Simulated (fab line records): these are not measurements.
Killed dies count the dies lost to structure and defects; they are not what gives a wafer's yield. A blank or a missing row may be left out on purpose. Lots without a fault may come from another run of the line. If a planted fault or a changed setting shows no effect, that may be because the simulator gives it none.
Check of tool commonality    flow nand harc    Lots sampled 13, wafers sampled 39

THE REASON FOR OPENING IT
At NHARC_END_SORT_01 the reading killed at periphery is flagged on 3 of 13 lots. Fault-free wafers read 3.9, with a standard deviation of 2.6.
Rule: a lot is flagged when every wafer of it that has a number lies more than 4 standard deviations from that mean, or none has a number. As for the other lots, they are considered sound.

lot   measured      on         killed at periphery, wafer by wafer  flag
L296  day 20 03:15  prober-01  7 3 7                                
L299  day 20 10:59  prober-02  4 7 4                                
L303  day 21 04:19  prober-02  1 5 1                                
L302  day 21 12:40  prober-01  10 10 9                              
L306  day 21 19:50  prober-02  2 2 6                                
L310  day 22 04:14  prober-01  647 645 647                          FLAGGED
L309  day 22 04:17  prober-02  654 658 661                          FLAGGED
L307  day 22 15:07  prober-02  1 2 2                                
L311  day 23 08:08  prober-02  643 650 631                          FLAGGED
L316  day 23 23:43  prober-02  5 5 6                                
L318  day 24 07:37  prober-01  2 3 6                                
L317  day 24 09:05  prober-02  3 0 2                                
L319  day 25 15:38  prober-02  6 2 1                                
On average the flagged lots read 648.4, which is +644.5 against the usual, or +99 or more standard deviations.

TOOL THAT RAN EACH LOT
The record holds 2 process steps before the reading, out of a route of 1159 steps. Read each cell as the tool, then ch plus the chambers that the sampled wafers visited, then the start.
lot   flag     NHARC_P_ZERO_WELL_DESCUM_39        NHARC_P_ZERO_WELL_IMPLANT_55
L296           rie diel-03 ch 1,2,3, day 1 16:24  implanter-01 ch 0, day 1 18:05
L299           rie diel-03 ch 0,1,2, day 2 10:43  implanter-01 ch 0, day 2 12:24
L303           rie diel-03 ch 0,3, day 3 10:27    implanter-02 ch 0, day 3 12:17
L302           rie diel-10 ch 1,2, day 3 04:11    implanter-02 ch 0, day 3 06:04
L306           rie diel-10 ch 1,2, day 4 04:25    implanter-02 ch 0, day 4 06:07
L310  FLAGGED  rie diel-09 ch 1,3, day 5 04:34    implanter-02, day 5 06:14
L309  FLAGGED  rie diel-09 ch 1,2, day 4 22:22    implanter-01, day 5 00:10
L307           rie diel-03 ch 0,3, day 4 10:21    implanter-01 ch 0, day 4 12:05
L311  FLAGGED  rie diel-03 ch 0,1,2, day 5 10:10  implanter-02, day 5 11:57
L316           rie diel-09 ch 0,2, day 6 16:02    implanter-02 ch 0, day 6 17:51
L318           rie diel-10 ch 0,1,2, day 7 04:18  implanter-01 ch 0, day 7 05:58
L317           rie diel-09 ch 1,2,3, day 6 22:17  implanter-02 ch 0, day 7 00:07
L319           rie diel-10 ch 1,2,3, day 7 10:16  implanter-02 ch 0, day 7 11:58
What is done by these steps:
- NHARC_P_ZERO_WELL_DESCUM_39: chemistry O2, time 3 s.
- NHARC_P_ZERO_WELL_IMPLANT_55
- NHARC_END_SORT_01

FLAGGED AGAINST TOTAL, ONE TOOL AT A TIME (gauges that did the reading follow at the end)
step                          tool          lots run  flagged  share of the flagged lots  sound lots run after its first flagged lot
NHARC_P_ZERO_WELL_DESCUM_39   rie diel-03   5         1        some                       0
NHARC_P_ZERO_WELL_DESCUM_39   rie diel-09   4         2        some                       2 (L316,L317)
NHARC_P_ZERO_WELL_DESCUM_39   rie diel-10   4         0        none                       -
NHARC_P_ZERO_WELL_IMPLANT_55  implanter-01  5         1        some                       1 (L318)
NHARC_P_ZERO_WELL_IMPLANT_55  implanter-02  8         2        some                       3 (L316,L317,L319)
NHARC_END_SORT_01             prober-01     4         1        some                       1 (L318)
NHARC_END_SORT_01             prober-02     9         2        some                       4 (L307,L316,L317,L319)

THE TABLE: WHAT IT ALLOWS
No row of the table ran every flagged lot.

WHAT WAS PUT IN BY THE SIMULATOR
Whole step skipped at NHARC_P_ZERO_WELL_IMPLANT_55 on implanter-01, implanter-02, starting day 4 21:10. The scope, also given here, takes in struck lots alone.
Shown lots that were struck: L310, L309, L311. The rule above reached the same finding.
